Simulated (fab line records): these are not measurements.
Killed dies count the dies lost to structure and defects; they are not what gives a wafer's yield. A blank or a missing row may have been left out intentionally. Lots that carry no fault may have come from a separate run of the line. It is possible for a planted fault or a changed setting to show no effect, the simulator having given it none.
Struck lot and sound lot, side by side :: flow n5-finfet :: 19 steps out of a route of 1938
Sound: the wafers L159.1, L159.2, L159.3. The struck wafers were L175.2, L175.3, L175.6. Last of all comes the cause.
Each step with rows lists, per side, the tool, then ch with its chambers, then its first start. Under that, the readings that differ: sound wafers :: struck wafers :: difference of the means :: sigmas: that difference in standard deviations of wafers without a fault.
alike: same words and numbers on both sides, and readings whose means sit less than 2 such deviations apart. not compared: any withheld reading, any reading some wafer has no value for, any bound like >300 that may hide the same value, and any number with overlapping values for which the record gives no deviation.
The two part at a step that has a row with sigmas, a row that says differs or no value, or rows on one side only. Numbers that don't overlap but have no deviation are shown without sigmas and don't part them. A reading that every wafer of one side lacks parts them only if that side has two wafers or more.

N5_BEOL_M0_SAQP_ETCH_88: etches underlayer in N2/H2, target depth 6.5 nm, time 5.2 s.
  sound on rie-diel-02 ch 0,1,3, day 5 14:01; struck on rie-diel-04 ch 0,1, day 9 16:28
  alike: drypump-motor-current-A, etch-rf-on-time-s, n2-flow-sccm, oes-product-au, rf-fwd-power-W, rf-vpp-V, showerhead-plenum-p-Torr, throttle-valve-pct
  not compared: rf-hours-counter-h
N5_BEOL_M0_SAQP_ETCH_73: etches SiARC in CF4, target depth 19.5 nm, time 32.5 s.
  sound on rie-diel-02 ch 0,1,3, day 5 14:02; struck on rie-diel-04 ch 0,1, day 9 16:29
  alike: drypump-motor-current-A, etch-rf-on-time-s, oes-product-au, rf-fwd-power-W, rf-vpp-V, showerhead-plenum-p-Torr, throttle-valve-pct
  not compared: rf-hours-counter-h
N5_BEOL_M0_SAQP_CUT_ETCH_46: etches SOC in N2/H2, target depth 135 nm, overetch 27 nm, time 202.5 s.
  sound on rie-diel-02 ch 0,1,3, day 5 14:04; struck on rie-diel-04 ch 0,1, day 9 16:31
  alike: drypump-motor-current-A, n2-flow-sccm, rf-fwd-power-W, rf-vpp-V, showerhead-plenum-p-Torr, throttle-valve-pct
  not compared: rf-hours-counter-h
then, 3 steps without rows for these wafers: N5_BEOL_M0_SAQP_STRIP_74 (strips in N2/H2); N5_BEOL_M0_SAQP_STRIP_89 (strips in N2/H2); N5_BEOL_M0_SAQP_ALD_48 (deposits SiO2, target thk 20 nm, pulse time 1 s, co reactant pulse time 1 s).
N5_BEOL_M0_SAQP_ETCH_49: etches SiO2 in CF4/O2, target depth 37 nm.
  sound on rie-diel-02 ch 0,2,3, day 5 14:47; struck on rie-diel-06 ch 0,1,3, day 9 17:22
  alike: drypump-motor-current-A, oes-product-au, rf-fwd-power-W, rf-vpp-V, showerhead-plenum-p-Torr, throttle-valve-pct
  not compared: rf-hours-counter-h
N5_BEOL_M0_SAQP_STRIP_75: strips in CF4.
  sound on rie-diel-02 ch 0,2,3, day 5 14:53; struck on rie-diel-06 ch 0,1,3, day 9 17:28
  alike: drypump-motor-current-A, oes-product-au, rf-fwd-power-W, rf-vpp-V, showerhead-plenum-p-Torr, throttle-valve-pct
  not compared: rf-hours-counter-h
then, 4 steps without rows for these wafers: N5_BEOL_M0_CUTY_COAT_50 (time 60 s, resist thk 15 nm); N5_BEOL_M0_CUTY_COAT_51 (resist thk 150 nm); N5_BEOL_M0_CUTY_EBR_52; N5_BEOL_M0_CUTY_SOFTBAKE_53 (time 60 s).
N5_BEOL_M0_CUTY_EXPOSE_54: exposes mask M0 ABLK.
  sound on arfi-scanner-03 ch 0, day 5 15:10; struck on arfi-scanner-03 ch 0, day 9 17:37
reading: exposure-dose-mJ-cm2
sound: 35.97 35.95 35.99
struck: 33.85 33.91 33.93
difference: -2.07
sigmas: -48
  alike: mask
then, 2 steps without rows for these wafers: N5_BEOL_M0_CUTY_PEB_55 (peb time 60 s); N5_BEOL_M0_CUTY_DEVELOP_56 (develop time 30 s).
N5_BEOL_M0_CUTY_CD_MEAS_57 targets a cd of 200 nm.
  sound on cd-sem-01 ch 0, day 5 15:17; struck on cd-sem-03 ch 0, day 9 17:44
reading: cd-nm (nm)
sound: 200.0 200.5 199.6
struck: 205.2 204.9 204.8
difference: +4.9
sigmas: +5
N5_BEOL_M0_CUTY_OVL_MEAS_58:
  sound on overlay-02 ch 0, day 5 15:19; struck on overlay-01 ch 0, day 9 17:46
  alike: M0_ABLK_OVL
-- record jumps: 3 days separate the struck wafers' starts on either side; left off in module BEOL_M0_CUTY, taken up again in module BEOL_M4, whose first shown step is the route's number 1111 --
N5_BEOL_M4_RC_MEAS_101:
  sound on prober-02 ch 0, day 7 22:50; struck on prober-01 ch 0, day 12 21:37
  alike: DIBL_N, DIBL_P, IOFF_N, IOFF_P, ION_N, ION_P, SS_N, SS_P, VT_N, VT_P
-- a jump in the record: the struck wafers' starts before and after are 5 days apart (it breaks off in module BEOL_M4 and resumes in module PASSIVATION, where the first step shown is number 1936 of the route) --
N5_PASSIVATION_PROBE_49:
  sound on prober-02 at day 12 21:38; struck on prober-01 at day 17 14:40
reading: killed-at-front-end
sound: 53 52 48
struck: 32 27 20
difference: -25
sigmas: -3
  alike: defect-limited-yield, killed_at_M0_to_M3, killed_at_M4_up, killed-at-contacts, killed-at-other, killed-dies, killed-on-rim, killed-open, killed-short, sort_bin_4_leakage, sort_bin_5_function, sort_bin_6_memory, sort_bin_8_speed, sort-n-pass, sort-yield-pct

== WHERE THEY PART ==
First at N5_BEOL_M0_CUTY_EXPOSE_54; last, within this record, at N5_PASSIVATION_PROBE_49.

WHY: the cause the simulator had injected
Drift in process parameters on arfi-scanner-03 at N5_BEOL_M0_CUTY_EXPOSE_54, starting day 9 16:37. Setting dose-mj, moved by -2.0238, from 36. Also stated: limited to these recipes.
